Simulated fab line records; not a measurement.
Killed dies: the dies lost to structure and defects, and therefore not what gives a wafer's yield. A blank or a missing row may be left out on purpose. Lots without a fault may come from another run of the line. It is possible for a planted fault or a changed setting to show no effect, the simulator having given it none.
fab line records	flow n5Finfet
[record] lots = 24	wafers = 72	lastDay = 17
route steps=1938 shown BEOL_M5@1150 BEOL_M6@1212
lots that met no fault: from a run of the same line without faults
startH: hours from the record's first day to the start of the lot's first wafer shown	waitH: hours from the lot's prior step to this one	" same as the row above	L1.1+2: several wafers, shown together as one row	- no value present, or no start provided	* or withheld: withheld	< > ~ a bound
route shown NAME@n: NAME is a module with steps in the file, n the number in the route of the first one	usual: the fault-free wafers' mean and standard deviation	same: alike in all rows	chamber/n: place in a boat	sites: readings site by site	_std_site: their standard deviation	_edge_site: outer sites' mean less inner sites'	radiusMm: how far each site lies from the wafer's centre	mask NAME#n: copy n	behind: the most recent tool/chamber to have shaped the wafer	hold: reason for holding the lot/hours on hold/outcome of the hold	device: the n, p or np transistor that did not switch	end of line: tests of these same wafers at the route's end	a step given without rows: its recipe and nothing more	killed: dies lost to structure and defects at the first sort, not the wafer's yield	map: shows each die of a wafer: x if killed, . if not, _ if none is there
set.NAME: the setting the step ran with; set.NAME@STEP: the setting that earlier step ran with	model.NAME: the simulator's own value behind a step, which no gauge read
a sample of lots followed through the steps of the route, with each step as a table and each wafer as a row
services: from which hour (startH, from the record's first day; less than 0 if before it) a tool's chamber was out of use, for how many hours, and why
[[steps]]
[step N5_BEOL_M5_INSPECT_30]
[recipe] mode = adi	inspectInstrument = brightfield
[usual] rawDefectCount = 411/87
lot.wafer	tool	chamber	startH	waitH	rawDefectCount
L074.2	defectInspect-02	-	163.48	0.0	404
L074.3	"	-	"	"	443
L074.5	"	-	"	"	462
L076.1	defectInspect-01	-	179.52	0.1	386
L076.4	"	-	"	"	452
L076.6	"	-	"	"	408
L075.1	defectInspect-01	-	184.82	0.1	436
L075.3	"	-	"	"	534
L075.5	"	-	"	"	480
L077.2	defectInspect-02	-	186.25	0.0	516
L077.5	"	-	"	"	525
L077.6	"	-	"	"	589
L078.1	defectInspect-02	-	186.84	0.1	475
L078.2	"	-	"	"	362
L078.4	"	-	"	"	329
L079.1	defectInspect-01	-	191.12	0.1	357
L079.2	"	-	"	"	322
L079.5	"	-	"	"	350
L081.2	defectInspect-02	-	203.06	0.0	454
L081.4	"	-	"	"	398
L081.5	"	-	"	"	437
L080.2	defectInspect-02	-	205.82	0.0	444
L080.3	"	-	"	"	352
L080.4	"	-	"	"	473
L082.1	defectInspect-01	-	211.94	0.1	366
L082.3	"	-	"	"	561
L082.6	"	-	"	"	706
L084.2	defectInspect-01	-	226.26	0.0	322
L084.5	"	-	"	"	348
L084.6	"	-	"	"	433
L083.1	defectInspect-02	-	226.79	0.1	414
L083.2	"	-	"	"	316
L083.3	"	-	"	"	522
L085.1	defectInspect-01	-	231.90	0.1	341
L085.4	"	-	"	"	356
L085.5	"	-	"	"	342
L086.2	defectInspect-01	-	234.51	0.0	360
L086.4	"	-	"	"	479
L086.6	"	-	"	"	451
L087.1	defectInspect-02	-	254.50	0.1	325
L087.3	"	-	"	"	268
L087.5	"	-	"	"	376
L088.1	defectInspect-02	-	258.69	0.1	492
L088.2	"	-	"	"	496
L088.4	"	-	"	"	574
L089.2	defectInspect-02	-	262.68	0.0	278
L089.3	"	-	"	"	341
L089.5	"	-	"	"	291
L090.2	defectInspect-02	-	265.35	0.0	518
L090.3	"	-	"	"	482
L090.4	"	-	"	"	616
L091.3	defectInspect-02	-	268.83	0.0	386
L091.4	"	-	"	"	297
L091.6	"	-	"	"	453
L093.4	defectInspect-01	-	272.41	0.0	403
L093.5	"	-	"	"	349
L093.6	"	-	"	"	367
L092.1	defectInspect-02	-	276.47	0.1	406
L092.2	"	-	"	"	227
L092.5	"	-	"	"	447
L094.2	defectInspect-02	-	292.12	0.0	575
L094.3	"	-	"	"	358
L094.4	"	-	"	"	284
L095.1	defectInspect-01	-	300.21	0.1	470
L095.4	"	-	"	"	416
L095.5	"	-	"	"	450
L096.1	defectInspect-01	-	304.19	0.1	367
L096.2	"	-	"	"	255
L096.6	"	-	"	"	304
L097.1	defectInspect-02	-	304.24	0.1	651
L097.3	"	-	"	"	412
L097.5	"	-	"	"	327
[step N5_BEOL_M5_STRIP_91]
[recipe] chemistry = N2/H2	timeS = 10	powerW = 450	tempC = 40	pressureMtorr = 20	rfFrequencyHz = 6e+07	biasPowerW = 7	n2FlowSccm = 200	h2FlowSccm = 200
[usual] drypumpMotorCurrentA = 5.9/0.39	oesProductAu = 0.76/0.08	rfVppV = 59.1/0.83	showerheadPlenumPTorr = 2.53/0.077	throttleValvePct = 23.6/0.34
[same] timeS = 10
lot.wafer	tool	chamber	startH	waitH	drypumpMotorCurrentA	oesProductAu	rfHoursCounterH	rfVppV	showerheadPlenumPTorr	throttleValvePct
L074.2	rieDiel-02	2	-	-	6.3	0.73	166	59.1	2.64	23.8
L074.3	"	1	"	"	6.0	0.77	108	61.0	2.45	24.1
L074.5	"	0	"	"	5.8	0.73	-	58.6	2.51	23.8
L076.1	rieDiel-05	3	-	-	6.2	0.79	99	59.0	2.43	23.2
L076.4	"	2	"	"	5.4	0.71	187	60.1	2.65	23.5
L076.6	"	0	"	"	6.1	0.83	-	58.0	2.56	23.8
L075.1	rieDiel-05	0	-	-	6.1	0.83	67	59.6	2.56	23.8
L075.3	"	2	"	"	5.3	0.71	189	59.5	2.64	23.5
L075.5	"	0	"	"	6.1	0.84	-	61.4	2.56	23.8
L077.2	rieDiel-02	1	-	-	6.0	0.78	116	59.6	2.45	24.1
L077.5	"	0	"	"	5.8	0.75	-	58.9	2.51	23.8
L077.6	"	3	"	"	5.9	0.72	-	60.3	2.51	23.6
L078.1	rieDiel-02	3	-	-	5.9	0.71	226	59.2	2.50	23.6
L078.2	"	1	"	"	6.0	0.77	116	58.6	2.45	24.1
L078.4	"	0	"	"	5.8	0.73	209	57.6	2.51	23.8
L079.1	rieDiel-05	1	-	-	6.3	0.69	229	58.1	2.62	23.7
L079.2	"	0	"	"	6.1	0.82	69	60.3	2.56	23.8
L079.5	"	0	"	"	6.1	0.83	-	58.3	2.56	23.8
L081.2	rieDiel-02	3	-	-	5.9	0.72	230	58.7	2.50	23.6
L081.4	"	2	"	"	6.3	0.71	177	57.5	2.63	23.8
L081.5	"	0	"	"	5.8	0.73	-	59.6	2.51	23.8
L080.2	rieDiel-02	1	-	-	6.0	0.77	121	58.9	2.45	24.1
L080.3	"	0	"	"	5.8	0.74	214	58.1	2.51	23.8
L080.4	"	3	"	"	5.8	0.71	231	57.2	2.50	23.6
L082.1	rieDiel-05	1	-	-	6.3	0.68	234	58.9	2.62	23.7
L082.3	"	3	"	"	6.1	0.78	108	58.3	2.43	23.2
L082.6	"	2	"	"	5.3	0.71	-	59.7	2.64	23.5
L084.2	rieDiel-04	0	-	-	5.2	0.71	208	59.3	2.42	23.6
L084.5	"	3	"	"	5.3	0.98	-	59.1	2.49	22.8
L084.6	"	0	"	"	5.2	0.71	-	59.9	2.42	23.6
L083.1	rieDiel-04	2	-	-	6.2	0.73	174	59.1	2.52	23.6
L083.2	"	1	"	"	5.2	0.87	54	59.5	2.58	23.6
L083.3	"	0	"	"	5.3	0.71	208	60.0	2.41	23.6
L085.1	rieDiel-04	3	-	-	5.3	0.97	6	60.2	2.49	22.8
L085.4	"	0	"	"	5.2	0.70	-	59.7	2.41	23.6
L085.5	"	3	"	"	5.3	0.97	-	60.4	2.49	22.8
L086.2	rieDiel-02	3	-	-	5.8	0.70	240	59.7	2.50	23.6
L086.4	"	2	"	"	6.3	0.71	186	58.7	2.63	23.8
L086.6	"	1	"	"	6.0	0.75	-	59.7	2.45	24.2
L087.1	rieDiel-02	0	-	-	5.8	0.72	229	59.5	2.50	23.8
L087.3	"	2	"	"	6.3	0.70	192	59.0	2.62	23.8
L087.5	"	0	"	"	5.8	0.72	-	59.3	2.50	23.8
L088.1	rieDiel-05	0	-	-	6.1	0.80	89	59.2	2.55	23.8
L088.2	"	3	"	"	6.1	0.76	123	59.0	2.42	23.2
L088.4	"	1	"	"	6.3	0.66	247	59.8	2.61	23.7
L089.2	rieDiel-04	0	-	-	5.2	0.70	220	58.0	2.41	23.6
L089.3	"	1	"	"	5.2	0.85	63	59.9	2.58	23.6
L089.5	"	0	"	"	5.2	0.70	-	58.6	2.41	23.6
L090.2	rieDiel-05	1	-	-	6.3	0.66	250	58.4	2.61	23.7
L090.3	"	0	"	"	6.1	0.80	92	58.2	2.55	23.8
L090.4	"	1	"	"	6.3	0.65	-	58.9	2.61	23.7
L091.3	rieDiel-02	0	-	-	5.7	0.72	235	59.3	2.50	23.8
L091.4	"	0	"	"	5.8	0.72	-	58.5	2.50	23.8
L091.6	"	1	"	"	6.0	0.74	-	59.4	2.44	24.2
L093.4	rieDiel-02	1	-	-	6.0	0.75	-	59.0	2.44	24.2
L093.5	"	0	"	"	5.8	0.72	-	57.9	2.50	23.8
L093.6	"	2	"	"	6.3	0.70	-	57.9	2.62	23.8
L092.1	rieDiel-05	0	-	-	6.1	0.79	96	58.5	2.55	23.8
L092.2	"	2	"	"	5.3	0.69	216	60.5	2.63	23.5
L092.5	"	2	"	"	5.3	0.69	-	59.0	2.63	23.5
L094.2	rieDiel-04	2	-	-	6.2	0.72	189	59.6	2.51	23.6
L094.3	"	0	"	"	5.2	0.70	224	59.4	2.41	23.6
L094.4	"	1	"	"	5.2	0.85	67	58.3	2.58	23.6
L095.1	rieDiel-05	0	-	-	6.1	0.77	107	59.3	2.54	23.8
L095.4	"	2	"	"	5.4	0.68	228	59.2	2.63	23.5
L095.5	"	2	"	"	5.4	0.67	-	60.1	2.63	23.5
L096.1	rieDiel-05	2	-	-	5.3	0.68	229	58.1	2.63	23.5
L096.2	"	3	"	"	6.1	0.75	139	57.1	2.42	23.2
L096.6	"	2	"	"	5.3	0.68	-	59.5	2.63	23.5
L097.1	rieDiel-02	0	-	-	5.8	0.71	243	59.1	2.49	23.8
L097.3	"	1	"	"	6.0	0.73	156	58.9	2.43	24.2
L097.5	"	2	"	"	6.3	0.69	-	59.8	2.61	23.8
[step N5_BEOL_M5_CD_MEAS_35]
[recipe] targetCdNm = 28	targetCdYNm = 24	polarity = opening
[usual] cdNm = 28.1/0.34
lot.wafer	tool	chamber	startH	waitH	cdNm
L074.2	cdSem-02	-	164.15	0.0	27.7
L074.3	"	-	"	"	27.7
L074.5	"	-	"	"	28.0
L076.1	cdSem-02	-	180.19	0.0	28.3
L076.4	"	-	"	"	27.9
L076.6	"	-	"	"	28.4
L075.1	cdSem-03	-	185.58	0.0	27.7
L075.3	"	-	"	"	28.1
L075.5	"	-	"	"	28.5
L077.2	cdSem-01	-	186.88	0.0	28.5
L077.5	"	-	"	"	28.3
L077.6	"	-	"	"	28.0
L078.1	cdSem-01	-	187.62	0.0	28.1
L078.2	"	-	"	"	28.0
L078.4	"	-	"	"	28.3
L079.1	cdSem-02	-	191.72	0.0	28.7
L079.2	"	-	"	"	28.4
L079.5	"	-	"	"	28.1
L081.2	cdSem-03	-	203.68	0.0	27.7
L081.4	"	-	"	"	28.2
L081.5	"	-	"	"	27.6
L080.2	cdSem-01	-	206.44	0.0	28.6
L080.3	"	-	"	"	28.1
L080.4	"	-	"	"	28.0
L082.1	cdSem-02	-	212.63	0.0	27.8
L082.3	"	-	"	"	28.0
L082.6	"	-	"	"	28.2
L084.2	cdSem-03	-	226.87	0.0	28.3
L084.5	"	-	"	"	28.2
L084.6	"	-	"	"	28.0
L083.1	cdSem-03	-	227.91	0.0	27.8
L083.2	"	-	"	"	28.2
L083.3	"	-	"	"	28.5
L085.1	cdSem-03	-	232.77	0.0	27.9
L085.4	"	-	"	"	27.9
L085.5	"	-	"	"	27.9
L086.2	cdSem-03	-	235.12	0.0	28.1
L086.4	"	-	"	"	27.5
L086.6	"	-	"	"	28.1
L087.1	cdSem-01	-	255.11	0.0	27.9
L087.3	"	-	"	"	27.8
L087.5	"	-	"	"	28.7
L088.1	cdSem-01	-	259.29	0.0	28.4
L088.2	"	-	"	"	28.5
L088.4	"	-	"	"	28.5
L089.2	cdSem-03	-	263.63	0.0	28.0
L089.3	"	-	"	"	28.1
L089.5	"	-	"	"	28.5
L090.2	cdSem-01	-	266.91	0.0	27.9
L090.3	"	-	"	"	28.7
L090.4	"	-	"	"	28.7
L091.3	cdSem-03	-	269.53	0.0	27.3
L091.4	"	-	"	"	28.3
L091.6	"	-	"	"	27.9
L093.4	cdSem-03	-	273.11	0.0	28.0
L093.5	"	-	"	"	27.8
L093.6	"	-	"	"	28.1
L092.1	cdSem-02	-	277.23	0.0	28.1
L092.2	"	-	"	"	29.0
L092.5	"	-	"	"	28.1
L094.2	cdSem-02	-	292.96	0.0	27.7
L094.3	"	-	"	"	27.4
L094.4	"	-	"	"	28.2
L095.1	cdSem-03	-	300.82	0.0	27.9
L095.4	"	-	"	"	28.6
L095.5	"	-	"	"	27.6
L096.1	cdSem-01	-	304.80	0.0	27.7
L096.2	"	-	"	"	27.9
L096.6	"	-	"	"	28.0
L097.1	cdSem-03	-	305.16	0.0	28.4
L097.3	"	-	"	"	28.4
L097.5	"	-	"	"	28.6
[step N5_BEOL_M5_PRE_CLEAN_77]
[recipe] gas = NH3/H2	timeS = 15	tempC = *	rfPowerW = 300
[usual] heaterPowerOuterW = 19/8.6	heaterPowerW = 80/11
[same] timeS = 15
lot.wafer	tool	chamber	startH	waitH	heaterPowerOuterW	heaterPowerW
L074.2	cvdCo-01	1	171.02	0.0	23	94
L074.3	"	0	"	"	22	92
L074.5	"	1	"	"	23	91
L076.1	cvdCo-02	2	187.08	0.2	3	58
L076.4	"	1	"	"	6	67
L076.6	"	2	"	"	3	57
L075.1	cvdCo-02	2	192.28	0.0	3	57
L075.3	"	1	"	"	6	68
L075.5	"	1	"	"	7	69
L077.2	cvdCo-01	2	194.72	0.0	18	74
L077.5	"	0	"	"	22	92
L077.6	"	2	"	"	19	76
L078.1	cvdCo-02	1	195.31	0.0	7	68
L078.2	"	2	"	"	3	58
L078.4	"	1	"	"	7	66
L079.1	cvdCo-01	0	198.56	0.0	23	92
L079.2	"	1	"	"	23	90
L079.5	"	2	"	"	18	76
L081.2	cvdCo-02	1	210.02	0.0	7	69
L081.4	"	1	"	"	6	70
L081.5	"	2	"	"	3	59
L080.2	cvdCo-01	1	213.54	0.0	23	90
L080.3	"	0	"	"	23	92
L080.4	"	1	"	"	24	88
L082.1	cvdCo-01	1	220.83	0.1	23	87
L082.3	"	2	"	"	18	76
L082.6	"	1	"	"	23	86
L084.2	cvdCo-02	0	233.07	0.0	32	89
L084.5	"	1	"	"	7	67
L084.6	"	2	"	"	4	59
L083.1	cvdCo-01	1	235.56	0.1	23	85
L083.2	"	2	"	"	18	76
L083.3	"	0	"	"	22	92
L085.1	cvdCo-01	0	239.95	0.0	23	91
L085.4	"	2	"	"	19	77
L085.5	"	0	"	"	22	91
L086.2	cvdCo-01	0	243.46	0.0	23	92
L086.4	"	2	"	"	18	74
L086.6	"	0	"	"	23	91
L087.1	cvdCo-02	2	261.33	0.0	4	60
L087.3	"	1	"	"	7	69
L087.5	"	0	"	"	31	89
L088.1	cvdCo-01	2	265.52	0.0	19	78
L088.2	"	0	"	"	23	92
L088.4	"	0	"	"	23	90
L089.2	cvdCo-01	1	271.34	0.0	23	88
L089.3	"	2	"	"	19	75
L089.5	"	0	"	"	23	91
L090.2	cvdCo-01	2	274.02	0.0	18	77
L090.3	"	0	"	"	23	93
L090.4	"	1	"	"	23	92
L091.3	cvdCo-01	0	276.30	0.0	23	93
L091.4	"	1	"	"	22	89
L091.6	"	2	"	"	18	75
L093.4	cvdCo-02	2	279.99	0.1	4	61
L093.5	"	1	"	"	7	68
L093.6	"	0	"	"	31	91
L092.1	cvdCo-01	1	284.11	0.0	23	86
L092.2	"	0	"	"	22	92
L092.5	"	2	"	"	19	76
L094.2	cvdCo-01	1	301.73	0.0	23	87
L094.3	"	0	"	"	23	93
L094.4	"	2	"	"	18	75
L095.1	cvdCo-02	1	308.26	0.0	7	69
L095.4	"	1	"	"	7	69
L095.5	"	2	"	"	4	58
L096.1	cvdCo-01	1	311.34	0.0	23	91
L096.2	"	0	"	"	23	91
L096.6	"	2	"	"	18	75
L097.1	cvdCo-02	0	313.42	0.0	32	88
L097.3	"	1	"	"	7	70
L097.5	"	1	"	"	7	70
[step N5_BEOL_M6_ETCH_62]
[recipe] chemistry = N2/H2	target = SOC	targetDepthA = 1100	overetchA = 220	maskMaterial = SiARC	tempC = 40	timeS = 165	ionEnergyEv = 200	pressureMtorr = 30	sourceW = 840	biasW = 150	n2FlowSccm = 200	h2FlowSccm = 200
[usual] drypumpMotorCurrentA = 5.4/0.49	oesProductAu = 0.66/0.051	rfVppV = 523.3/2.5	showerheadPlenumPTorr = 2.52/0.085	throttleValvePct = 17.86/0.25
[same] timeS = 165
lot.wafer	tool	chamber	startH	waitH	drypumpMotorCurrentA	oesProductAu	rfHoursCounterH	rfVppV	showerheadPlenumPTorr	throttleValvePct
L074.2	rieDiel-03	1	174.95	0.0	4.8	0.67	98	520.9	2.45	17.38
L074.3	"	3	"	"	5.8	0.80	12	524.4	2.59	17.68
L074.5	"	1	"	"	4.8	0.68	-	521.7	2.45	17.39
L076.1	rieDiel-03	3	190.28	0.0	5.8	0.79	17	525.5	2.58	17.69
L076.4	"	2	"	"	5.8	0.60	-	520.5	2.41	18.00
L076.6	"	3	"	"	5.8	0.79	-	525.2	2.58	17.69
L075.1	rieDiel-03	1	194.91	0.0	4.8	0.68	106	521.1	2.45	17.41
L075.3	"	2	"	"	5.8	0.60	216	520.2	2.41	18.00
L075.5	"	2	"	"	5.8	0.60	-	521.0	2.41	17.99
L077.2	rieDiel-06	2	199.00	0.0	5.2	0.67	118	521.6	2.46	18.03
L077.5	"	3	"	"	4.9	0.69	-	523.7	2.48	17.72
L077.6	"	1	"	"	5.4	0.67	-	523.6	2.55	17.73
L078.1	rieDiel-06	1	199.26	0.0	5.4	0.66	110	524.0	2.55	17.71
L078.2	"	2	"	"	5.2	0.66	118	521.6	2.46	18.03
L078.4	"	3	"	"	4.9	0.69	-	520.4	2.48	17.71
L079.1	rieDiel-06	1	201.93	0.0	5.4	0.67	111	524.4	2.55	17.73
L079.2	"	2	"	"	5.2	0.66	119	521.6	2.46	18.03
L079.5	"	1	"	"	5.4	0.66	-	524.4	2.55	17.74
L081.2	rieDiel-06	0	211.62	0.0	5.1	0.61	197	525.9	2.63	18.19
L081.4	"	3	"	"	4.9	0.68	91	520.9	2.47	17.73
L081.5	"	2	"	"	5.2	0.66	-	523.1	2.46	18.03
L080.2	rieDiel-01	3	216.69	0.0	6.5	0.71	64	528.0	2.69	17.54
L080.3	"	1	"	"	5.8	0.77	19	522.8	2.49	17.68
L080.4	"	2	"	"	5.1	0.66	124	527.2	2.67	18.19
L082.1	rieDiel-01	3	224.07	0.0	6.5	0.70	67	527.8	2.69	17.54
L082.3	"	2	"	"	5.2	0.66	128	526.6	2.67	18.21
L082.6	"	3	"	"	6.6	0.70	-	526.6	2.69	17.55
L084.2	rieDiel-06	2	235.17	0.0	5.2	0.66	130	520.0	2.46	18.04
L084.5	"	2	"	"	5.2	0.66	-	522.4	2.46	18.06
L084.6	"	3	"	"	4.9	0.68	-	520.6	2.47	17.75
L083.1	rieDiel-03	2	239.88	0.0	5.8	0.59	233	520.2	2.40	18.05
L083.2	"	1	"	"	4.8	0.67	115	520.6	2.45	17.43
L083.3	"	3	"	"	5.8	0.75	37	526.6	2.58	17.73
L085.1	rieDiel-06	1	243.46	0.0	5.4	0.65	124	525.7	2.54	17.77
L085.4	"	3	"	"	4.9	0.69	101	520.9	2.47	17.74
L085.5	"	1	"	"	5.4	0.65	-	524.3	2.54	17.75
L086.2	rieDiel-03	1	247.03	0.0	4.9	0.67	118	520.6	2.45	17.44
L086.4	"	3	"	"	5.8	0.75	39	524.0	2.58	17.73
L086.6	"	1	"	"	4.9	0.66	-	520.3	2.45	17.43
L087.1	rieDiel-03	2	264.05	0.0	5.8	0.58	242	520.9	2.40	18.04
L087.3	"	1	"	"	4.9	0.66	125	520.9	2.44	17.44
L087.5	"	1	"	"	4.8	0.66	-	521.6	2.44	17.44
L088.1	rieDiel-03	2	267.37	0.0	5.8	0.59	243	519.7	2.40	18.06
L088.2	"	1	"	"	4.8	0.66	126	521.8	2.44	17.45
L088.4	"	2	"	"	5.8	0.59	-	519.0	2.40	18.06
L089.2	rieDiel-06	3	273.97	0.0	4.9	0.67	112	521.9	2.47	17.75
L089.3	"	2	"	"	5.2	0.65	147	522.2	2.45	18.09
L089.5	"	2	"	"	5.2	0.65	-	521.7	2.45	18.06
L090.2	rieDiel-06	2	278.06	0.0	5.2	0.65	148	520.6	2.45	18.09
L090.3	"	0	"	"	5.1	0.60	222	525.8	2.62	18.25
L090.4	"	3	"	"	4.9	0.66	113	521.1	2.47	17.77
L091.3	rieDiel-06	2	278.43	0.0	5.2	0.64	148	521.1	2.45	18.09
L091.4	"	3	"	"	4.9	0.67	113	520.4	2.46	17.76
L091.6	"	3	"	"	4.9	0.66	-	523.0	2.47	17.75
L093.4	rieDiel-01	1	284.22	0.0	5.7	0.74	41	521.7	2.48	17.73
L093.5	"	1	"	"	5.7	0.74	-	522.4	2.48	17.70
L093.6	"	0	"	"	5.6	0.60	-	521.8	2.49	18.02
L092.1	rieDiel-03	3	286.26	0.0	5.8	0.73	53	524.9	2.57	17.75
L092.2	"	1	"	"	4.8	0.66	135	521.8	2.44	17.44
L092.5	"	2	"	"	5.8	0.58	-	517.7	2.39	18.06
L094.2	rieDiel-06	2	305.66	0.0	5.2	0.65	158	521.2	2.45	18.09
L094.3	"	3	"	"	4.9	0.66	123	521.4	2.46	17.77
L094.4	"	0	"	"	5.0	0.59	232	526.2	2.62	18.27
L095.1	rieDiel-01	2	311.73	0.0	5.1	0.63	157	527.2	2.65	18.22
L095.4	"	1	"	"	5.7	0.73	-	522.3	2.48	17.76
L095.5	"	3	"	"	6.5	0.68	-	526.8	2.67	17.58
L096.1	rieDiel-01	3	314.45	0.0	6.6	0.68	98	526.5	2.67	17.60
L096.2	"	1	"	"	5.7	0.72	53	521.6	2.48	17.73
L096.6	"	2	"	"	5.1	0.64	-	526.2	2.65	18.24
L097.1	rieDiel-06	2	317.71	0.0	5.2	0.64	163	521.2	2.44	18.10
L097.3	"	0	"	"	5.0	0.59	236	526.9	2.62	18.28
L097.5	"	0	"	"	5.0	0.59	-	526.7	2.61	18.26
[step N5_BEOL_M6_INSPECT_30]
[recipe] mode = adi	inspectInstrument = brightfield
[usual] rawDefectCount = 428/110
lot.wafer	tool	chamber	startH	waitH	rawDefectCount
L074.2	defectInspect-01	-	175.97	0.0	285
L074.3	"	-	"	"	285
L074.5	"	-	"	"	336
L076.1	defectInspect-02	-	191.33	0.1	383
L076.4	"	-	"	"	603
L076.6	"	-	"	"	563
L075.1	defectInspect-01	-	197.13	0.1	342
L075.3	"	-	"	"	275
L075.5	"	-	"	"	279
L077.2	defectInspect-02	-	200.71	0.0	340
L077.5	"	-	"	"	238
L077.6	"	-	"	"	315
L078.1	defectInspect-02	-	200.76	0.1	399
L078.2	"	-	"	"	377
L078.4	"	-	"	"	353
L079.1	defectInspect-02	-	202.82	0.1	738
L079.2	"	-	"	"	540
L079.5	"	-	"	"	449
L081.2	defectInspect-02	-	215.63	0.0	459
L081.4	"	-	"	"	562
L081.5	"	-	"	"	484
L080.2	defectInspect-02	-	217.48	0.0	267
L080.3	"	-	"	"	305
L080.4	"	-	"	"	356
L082.1	defectInspect-02	-	225.09	0.1	499
L082.3	"	-	"	"	422
L082.6	"	-	"	"	367
L084.2	defectInspect-01	-	238.20	0.0	382
L084.5	"	-	"	"	436
L084.6	"	-	"	"	436
L083.1	defectInspect-01	-	242.06	0.1	353
L083.2	"	-	"	"	306
L083.3	"	-	"	"	328
L085.1	defectInspect-01	-	245.55	0.1	363
L085.4	"	-	"	"	577
L085.5	"	-	"	"	472
L086.2	defectInspect-02	-	248.09	0.0	350
L086.4	"	-	"	"	405
L086.6	"	-	"	"	286
L087.1	defectInspect-02	-	265.22	0.1	394
L087.3	"	-	"	"	371
L087.5	"	-	"	"	313
L088.1	defectInspect-02	-	269.00	0.1	662
L088.2	"	-	"	"	547
L088.4	"	-	"	"	482
L089.2	defectInspect-01	-	276.34	0.0	324
L089.3	"	-	"	"	402
L089.5	"	-	"	"	251
L091.3	defectInspect-01	-	282.93	0.0	517
L091.4	"	-	"	"	621
L091.6	"	-	"	"	538
L090.2	defectInspect-02	-	283.10	0.0	438
L090.3	"	-	"	"	532
L090.4	"	-	"	"	485
L093.4	defectInspect-02	-	285.04	0.0	516
L093.5	"	-	"	"	795
L093.6	"	-	"	"	702
L092.1	defectInspect-01	-	287.39	0.1	418
L092.2	"	-	"	"	516
L092.5	"	-	"	"	535
L094.2	defectInspect-01	-	308.68	0.0	459
L094.3	"	-	"	"	351
L094.4	"	-	"	"	422
L095.1	defectInspect-02	-	313.06	0.1	350
L095.4	"	-	"	"	423
L095.5	"	-	"	"	424
L096.1	defectInspect-02	-	316.22	0.1	451
L096.2	"	-	"	"	479
L096.6	"	-	"	"	361
L097.1	defectInspect-01	-	319.10	0.1	360
L097.3	"	-	"	"	405
L097.5	"	-	"	"	351
[[services]]
tool	chamber	startH	hours	kind
rieDiel-03	2	140.46	3.9	repair
rieDiel-02	3	143.02	4.5	repair
rieDiel-04	0	150.47	3.8	repair
rieDiel-02	3	155.23	9.1	repair
cvdCo-01	-	169.85	0.7	repair
cvdCo-02	-	170.89	1.5	repair
rieDiel-04	2	180.80	8.5	repair
rieDiel-03	0	187.82	10.9	repair
rieDiel-06	0	188.36	17.2	repair
rieDiel-03	1	213.27	14.2	repair
rieDiel-03	0	218.88	6.2	repair
cvdCo-02	-	219.85	1.3	repair
rieDiel-04	1	229.69	7.4	repair
cvdCo-01	1	239.62	15.0	repair
rieDiel-06	1	254.91	6.7	repair
rieDiel-06	3	258.08	2.7	repair
rieDiel-05	3	265.18	6.2	repair
rieDiel-02	3	267.81	-	clean
rieDiel-02	3	267.81	-	consumableReplace:focusRing
rieDiel-04	-	273.42	14.6	pm
rieDiel-02	0	279.54	8.0	repair
rieDiel-02	0	289.38	4.3	repair
cvdCo-01	-	291.13	6.9	pm
rieDiel-02	0	316.61	4.1	repair
[[key]]
fault none
